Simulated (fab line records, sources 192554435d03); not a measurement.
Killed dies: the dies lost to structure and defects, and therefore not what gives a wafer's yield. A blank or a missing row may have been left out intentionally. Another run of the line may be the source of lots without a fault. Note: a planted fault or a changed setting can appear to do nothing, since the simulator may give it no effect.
The tool behind it: which one? ; flow n5 finfet ; Sampling: 7 lots, 21 wafers, 6 of 1938 route steps

== WHAT THE GAUGES READ, wafer by wafer ==
N5_BEOL_M4_RC_MEAS_101.
lot;measured;on;DIBL_N (mV/V);DIBL_P (mV/V);IOFF_N (nA/um);IOFF_P (nA/um);ION_N (uA/um);ION_P (uA/um);SS_N (mV/dec);SS_P (mV/dec);VT_N (mV);VT_P (mV)
L743;day 9 05:58;prober-01;35.3 36.9 31.4;35.4 36.0 29.3;0.15 0.16 0.09;0.19 0.18 0.12;690 677 657;464 453 449;71.8 71.4 70.0;73.3 72.7 71.3;245 250 256;-253 -255 -259
L744;day 9 06:27;prober-02;34.7 31.1 35.3;35.4 31.0 35.7;0.15 0.09 0.14;0.18 0.13 0.19;697 665 679;463 461 464;70.7 70.3 71.1;72.6 71.1 72.5;249 256 249;-256 -256 -252
L747;day 9 10:58;prober-01;34.8 37.2 34.0;33.8 36.0 32.3;0.13 0.16 0.12;0.16 0.18 0.13;664 678 660;456 457 448;71.1 71.7 70.9;73.1 73.2 71.5;251 248 255;-257 -253 -257
L750;day 10 14:34;prober-01;34.5 36.8 36.8;34.6 37.8 36.9;0.13 0.15 0.16;0.17 0.20 0.19;684 669 668;464 453 457;71.4 71.6 71.8;72.2 73.7 73.4;252 251 249;-252 -255 -253
L751;day 10 15:20;prober-01;36.0 36.2 37.3;34.6 34.6 35.1;0.13 0.15 0.15;0.21 0.20 0.19;649 677 661;450 466 450;71.0 71.3 71.3;73.0 73.2 72.4;250 246 249;-251 -252 -251
L762;day 13 15:49;prober-01;40.6 38.2 36.6;40.7 37.9 36.7;0.28 0.23 0.18;0.31 0.25 0.22;709 708 702;480 479 478;73.2 72.2 72.0;74.6 73.6 73.9;241 244 246;-246 -245 -247
L763;day 14 15:19;prober-01;35.5 32.7 35.4;35.0 31.9 36.6;0.15 0.11 0.16;0.23 0.18 0.25;676 672 688;468 472 474;71.7 70.3 71.5;73.1 71.7 72.9;254 254 249;-243 -247 -244

N5_BEOL_M15_RC_MEAS_101.
lot;measured;on;COMB_M10 (S/m);COMB_M11 (S/m);COMB_M12 (S/m);COMB_M13 (S/m);COMB_M14 (S/m);COMB_M15 (S/m);COMB_M5 (S/m);COMB_M6 (S/m);COMB_M7 (S/m);COMB_M7_max_site (S/m);COMB_M8 (S/m);COMB_M8_max_site (S/m);COMB_M9 (S/m);SERP_M10 (ohm/um);SERP_M11 (ohm/um);SERP_M12 (ohm/um);SERP_M12_max_site (ohm/um);SERP_M13 (ohm/um);SERP_M13_max_site (ohm/um);SERP_M14 (ohm/um);SERP_M5 (ohm/um);SERP_M6 (ohm/um);SERP_M7 (ohm/um);SERP_M8 (ohm/um);SERP_M9 (ohm/um)
L743;day 13 06:31;prober-02;1.52e-11 1.66e-11 1.52e-11;1.3e-11 1.3e-11 1.3e-11;7e-12 6.5e-12 6.5e-12;4.6e-12 4.4e-12 4.6e-12;2.8e-12 2.3e-12 2.6e-12;3.6e-12 4.2e-12 2.9e-12;2.6e-11 2.8e-11 2.9e-11;3e-11 1.8e-11 2.7e-11;3.2e-11 3e-11 4.1e-11;4.1e-11 6.9e-11 6.4e-11;2.6e-11 2.8e-11 4.2e-11;3.6e-11 4.2e-11 5.3e-11;1.8e-11 1.2e-11 1.5e-11;3.10 3.03 2.90;3.06 3.11 3.14;0.621 0.615 0.610;0.635 0.627 0.622;0.290 0.304 0.311;0.293 0.308 0.314;0.160 0.149 0.159;39.4 38.7 39.4;13.0 13.3 13.3;13.5 14.2 14.2;14.3 14.4 14.1;3.04 3.01 3.04
L744;day 13 03:23;prober-02;1.89e-11 1.99e-11 1.48e-11;1.5e-11 1.4e-11 1.6e-11;6.6e-12 7.6e-12 7.6e-12;3.7e-12 3.8e-12 4.2e-12;5.6e-12 3.9e-12 5.1e-12;2.9e-12 3.6e-12 3e-12;5.8e-11 4.2e-11 4.6e-11;2.4e-11 2.9e-11 3.1e-11;2.8e-11 2.1e-11 2.4e-11;3.3e-11 3.2e-11 3.2e-11;2.5e-11 2.8e-11 2.6e-11;4.4e-11 4e-11 3.6e-11;1.4e-11 1.5e-11 1.5e-11;2.93 2.90 2.83;3.29 3.15 3.12;0.640 0.635 0.658;0.660 0.645 0.665;0.320 0.305 0.313;0.324 0.311 0.316;0.147 0.160 0.149;40.8 40.2 44.8;14.4 14.6 15.2;13.7 13.5 14.0;13.6 12.1 13.1;3.12 3.24 3.17
L747;day 13 22:10;prober-01;1.38e-11 1.19e-11 1.5e-11;1.7e-11 1.9e-11 1.9e-11;5.6e-12 5.7e-12 6.3e-12;4.1e-12 5.1e-12 3.9e-12;3.8e-12 3.3e-12 3.6e-12;1.8e-12 1.8e-12 2.3e-12;4.7e-11 4e-11 3.4e-11;3.9e-11 2.7e-11 2.4e-11;2.3e-11 2.8e-11 2.2e-11;4.2e-11 3.9e-11 2.8e-11;3.1e-11 3.1e-11 3.5e-11;4.8e-11 5.9e-11 4.3e-11;1.1e-11 1.4e-11 1.9e-11;3.22 3.20 3.21;3.04 2.97 3.03;0.649 0.605 0.609;0.668 0.630 0.616;0.317 0.309 0.325;0.320 0.311 0.328;0.150 0.161 0.159;43.3 39.6 39.2;14.2 14.1 14.3;14.3 14.4 14.2;13.3 13.2 13.4;3.00 3.00 3.03
L750;day 14 16:04;prober-02;1.52e-11 1.12e-11 1.47e-11;1.4e-11 1.7e-11 1.5e-11;6.6e-12 6.6e-12 5.4e-12;4.1e-12 5.5e-12 4.6e-12;3.9e-12 6.2e-12 6.2e-12;3.3e-12 3e-12 3.1e-12;3.5e-11 3.2e-11 4e-11;2.4e-11 3.3e-11 2.5e-11;2.4e-11 2.8e-11 1.7e-11;4.2e-11 4.4e-11 3.2e-11;3.2e-11 2.4e-11 2.2e-11;4e-11 3.3e-11 3.2e-11;1.3e-11 1.2e-11 1.4e-11;3.01 2.91 2.98;3.00 2.96 2.95;0.629 0.643 0.644;0.641 0.659 0.659;0.324 0.306 0.300;0.326 0.309 0.303;0.155 0.150 0.153;40.9 35.7 37.7;12.2 13.1 12.9;13.3 13.9 13.8;14.5 13.0 15.0;2.95 3.25 3.12
L751;day 14 16:49;prober-01;1.01e-11 1.3e-11 7.9e-12;1.7e-11 1.2e-11 1.8e-11;7.4e-12 7.6e-12 5.6e-12;4.2e-12 4.5e-12 4.7e-12;2.5e-12 2.7e-12 2.8e-12;2.2e-12 1.7e-12 2e-12;3e-11 2.7e-11 2.8e-11;2e-11 2.4e-11 3e-11;2.2e-11 2.9e-11 2.6e-11;2.9e-11 3.2e-11 3.9e-11;2.4e-11 2.5e-11 3.4e-11;2.9e-11 3.2e-11 5.7e-11;1.5e-11 1.5e-11 1.3e-11;2.99 2.89 3.08;3.18 3.28 3.24;0.631 0.617 0.606;0.650 0.627 0.612;0.289 0.302 0.311;0.292 0.304 0.314;0.169 0.149 0.153;38.6 40.1 44.1;14.3 13.7 14.9;15.0 15.3 14.3;13.6 13.7 13.7;3.01 3.00 3.01
L762;day 17 08:04;prober-02;1.62e-11 1.14e-11 1.6e-11;1.4e-11 2.1e-11 1.7e-11;7.8e-12 7.4e-12 8.9e-12;6.2e-12 6.7e-12 6.4e-12;3.8e-12 3.3e-12 4.2e-12;2.5e-12 2.8e-12 2.2e-12;4.2e-11 5.7e-11 4.6e-11;2.5e-11 2.3e-11 2.9e-11;2.01e-10 2.2e-11 3.3e-11;4.42e-10 2.9e-11 5.8e-11;2.3e-11 2e-11 2.4e-11;2.9e-11 2.9e-11 3.3e-11;1.3e-11 1.6e-11 2.2e-11;3.12 3.05 3.09;2.97 2.94 3.03;0.584 0.613 0.574;0.593 0.629 0.583;0.321 0.317 0.308;0.326 0.319 0.312;0.154 0.153 0.155;40.3 37.7 41.6;13.6 13.0 13.7;12.1 12.8 12.9;15.3 14.6 14.2;3.02 2.96 3.05
L763;day 18 15:38;prober-01;1.13e-11 1.24e-11 2.01e-11;1.2e-11 1.1e-11 1.4e-11;6.8e-12 5.1e-12 7.3e-12;5.1e-12 4.5e-12 4.9e-12;3.8e-12 3.8e-12 4.2e-12;2.2e-12 2e-12 2.8e-12;3.5e-11 3.2e-11 3.2e-11;2.8e-11 3e-11 2.7e-11;3.1e-11 3e-11 2.4e-11;3.9e-11 4.8e-11 3.5e-11;2.4e-11 1.5e-11 2.8e-11;3.7e-11 2.7e-11 3.3e-11;1.4e-11 1.8e-11 1.8e-11;3.16 3.19 2.98;3.20 3.18 3.15;0.629 0.587 0.610;0.643 0.595 0.622;0.319 0.314 0.290;0.321 0.318 0.293;0.159 0.156 0.153;44.8 44.6 40.8;12.4 13.8 12.5;13.4 13.4 14.5;12.9 14.2 14.5;3.12 3.10 3.02

== EACH LOT AND THE TOOL THAT RAN IT (in order: tool; ch and the chambers of the sampled wafers; start) ==
lot;N5_BEOL_M7_STRIP_19;N5_BEOL_M7_DESCUM_33;N5_BEOL_M7_ALD_77;N5_BEOL_M8_HM_DEP_02
L743;rie diel-04 ch 0,2,3, day 10 07:36;rie diel-02 ch 1,2, day 10 08:09;ald metal-02 ch 0,1,2, day 10 09:18;pvd sputter-03, day 10 12:22
L744;rie diel-04 ch 0,2, day 10 05:58;rie diel-04 ch 0,2,3, day 10 06:49;ald metal-02 ch 0,2,3, day 10 08:55;pvd sputter-03, day 10 12:01
L747;rie diel-04 ch 1,2,3, day 10 13:42;rie diel-06 ch 0,2,3, day 10 16:23;ald metal-02 ch 0,1,2, day 10 17:32;pvd sputter-01, day 10 22:29
L750;rie diel-06 ch 0,2,3, day 11 15:49;rie diel-02 ch 1,3, day 11 17:35;ald metal-03 ch 1,2,3, day 11 19:29;pvd sputter-03, day 12 01:31
L751;rie diel-04 ch 1,2,3, day 11 16:00;rie diel-04 ch 0,2,3, day 11 18:01;ald metal-02 ch 1,2,3, day 11 19:35;pvd sputter-03, day 12 01:44
L762;rie diel-06 ch 0,1, day 14 19:58;rie diel-02 ch 0,2,3, day 14 23:38;ald metal-02 ch 0,1,3, day 15 01:10;pvd sputter-02, day 15 04:08
L763;rie diel-04 ch 0,1,2, day 15 19:31;rie diel-02 ch 0,1,3, day 15 21:51;ald metal-03 ch 0,1,2, day 15 22:58;pvd sputter-03, day 16 01:31
- N5_BEOL_M7_STRIP_19: strips in O2.
- N5_BEOL_M7_DESCUM_33: chemistry O2, time 7 s.
- N5_BEOL_M7_ALD_77: deposits TaN, target thk 2 nm, pulse time 2 s, purge time 3 s.
- N5_BEOL_M8_HM_DEP_02: deposits TiN, target thk 20 nm.

== WHAT THE TOOLS THEMSELVES READ (means of the sampled wafers that have a number; where no wafer has one, the mark that the record gives instead) ==
N5_BEOL_M7_STRIP_19.
lot;tool;drypump motor current A (A);oes product au (a.u.);rf vpp V (V);showerhead plenum p Torr (Torr);throttle valve pct (%)
L743;rie diel-04;5.7;0.78;3.8;2.13;16.84
L744;rie diel-04;5.8;0.86;3.3;2.11;16.90
L747;rie diel-04;6.0;0.72;2.7;2.15;16.77
L750;rie diel-06;5.1;0.80;3.1;2.05;16.74
L751;rie diel-04;6.0;0.72;3.3;2.15;16.77
L762;rie diel-06;5.2;0.87;3.6;2.17;16.63
L763;rie diel-04;6.1;0.84;3.8;2.11;16.71

N5_BEOL_M7_DESCUM_33.
lot;tool;drypump motor current A (A);oes product au (a.u.);rf vpp V (V);showerhead plenum p Torr (Torr);throttle valve pct (%)
L743;rie diel-02;5.8;0.78;242.1;2.03;20.1
L744;rie diel-04;5.7;0.77;244.8;2.13;20.6
L747;rie diel-06;5.2;0.81;242.0;2.05;20.5
L750;rie diel-02;5.6;0.80;242.1;2.02;20.4
L751;rie diel-04;5.7;0.77;243.2;2.13;20.6
L762;rie diel-02;5.6;0.80;242.5;2.02;20.5
L763;rie diel-02;5.6;0.74;242.5;2.01;20.7

N5_BEOL_M7_ALD_77.
lot;tool;heater power w (W)
L743;ald metal-02;393
L744;ald metal-02;401
L747;ald metal-02;399
L750;ald metal-03;454
L751;ald metal-02;402
L762;ald metal-02;408
L763;ald metal-03;445

N5_BEOL_M8_HM_DEP_02.
lot;tool;throttle valve pct (%)
L743;pvd sputter-03;30.1
L744;pvd sputter-03;29.9
L747;pvd sputter-01;30.7
L750;pvd sputter-03;31.0
L751;pvd sputter-03;30.4
L762;pvd sputter-02;30.5
L763;pvd sputter-03;31.1

== THE ANSWER, worked out from the rows above alone ==
Rule: usual is defined by the lots themselves. Put in order of their means at a reading, lots are off if they are a third of the lots or fewer, leave a main group of 4 or more, and stand apart from it by a gap of 3 or more times the standard deviation of the main group's means; of several such gaps the widest counts. If all means in a main group match to the digits the tables above print for the reading, that group is not used. Also off: a lot with no number at a reading for which 4 or more lots have one. The other lots that the step has rows for count as sound. After the gauges, taken in route order, come the tools' own readings; for these a lot's mean is taken, as printed above. The first step at which some lot is off is used, and at that step the reading that is off furthest; a lot without a number counts as furthest.
Off: L762, at N5_BEOL_M4_RC_MEAS_101 (IOFF_N). The main group has a mean of 0.14 nA/um with a standard deviation of 0.0066.
If a tool, at a process step before that reading, ran all the lots that are off and no sound lot after the first of them, it fits. Not tried: the gauges at N5_BEOL_M4_RC_MEAS_101; whatever is off there is also off at N5_BEOL_M15_RC_MEAS_101, on other tools, and gauge error can't account for it. Not one of the candidates tried fits.

== WHAT HAD BEEN PUT IN BY THE SIMULATOR ==
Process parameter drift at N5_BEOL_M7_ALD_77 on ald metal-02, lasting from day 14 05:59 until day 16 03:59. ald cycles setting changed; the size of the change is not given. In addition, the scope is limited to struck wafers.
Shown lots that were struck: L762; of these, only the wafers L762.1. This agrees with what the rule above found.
